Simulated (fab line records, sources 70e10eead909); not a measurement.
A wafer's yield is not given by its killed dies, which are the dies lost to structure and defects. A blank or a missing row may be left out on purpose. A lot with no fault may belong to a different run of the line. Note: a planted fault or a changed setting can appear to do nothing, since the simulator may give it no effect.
Matching of chambers    flow nand harc    4 sister chambers for NHARC_A_CHANNEL_FILL_D2_CMP_10 on cmp-02
The step polishes, target thk 150 nm. 4 wafers are shown with their chamber, then 9 later ones without.

WAFERS, EACH WITH ITS CHAMBER
wafer   chamber  motor current A (A)
L081.2  3        14.0
L081.4  1        12.4
L086.2  2        11.9
L086.6  0        11.8

WAFERS MISSING THEIR CHAMBER
wafer   motor current A (A)
L089.2  12.3
L089.3  12.4
L089.4  12.0
L094.2  13.2
L094.4  12.2
L094.5  11.7
L096.3  12.5
L096.5  11.7
L096.6  12.0

CHAMBER TAKEN BY EACH
wafer   from the rows above           in truth
L089.2  can't be placed: 1 or 2 or 0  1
L089.3  can't be placed: 1 or 2       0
L089.4  can't be placed: 2 or 0 or 1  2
L094.2  can't be placed: 1 or 3 or 2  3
L094.4  can't be placed: 1 or 2 or 0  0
L094.5  can't be placed: 0 or 2       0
L096.3  can't be placed: 1 or 2       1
L096.5  can't be placed: 0 or 2       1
L096.6  can't be placed: 2 or 0 or 1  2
Correctly placed: 0 of 9. From these rows, 9 cannot be placed; in 7 the true chamber is one of the candidates. Wrongly placed: 0.
How it was worked out, from the rows above alone: a wafer's distance from a chamber is the root of the sum, over the readings, of the square of ((its reading less the chamber's mean) divided by the reading's scatter). The wafer belongs to the nearest chamber; if the next one is less than 2 further off, it can't be placed. A chamber's mean is the mean of its shown wafers. The scatter: with one shown wafer a chamber, the root of the mean of the squares of how far each hidden wafer lies from its nearest shown one.
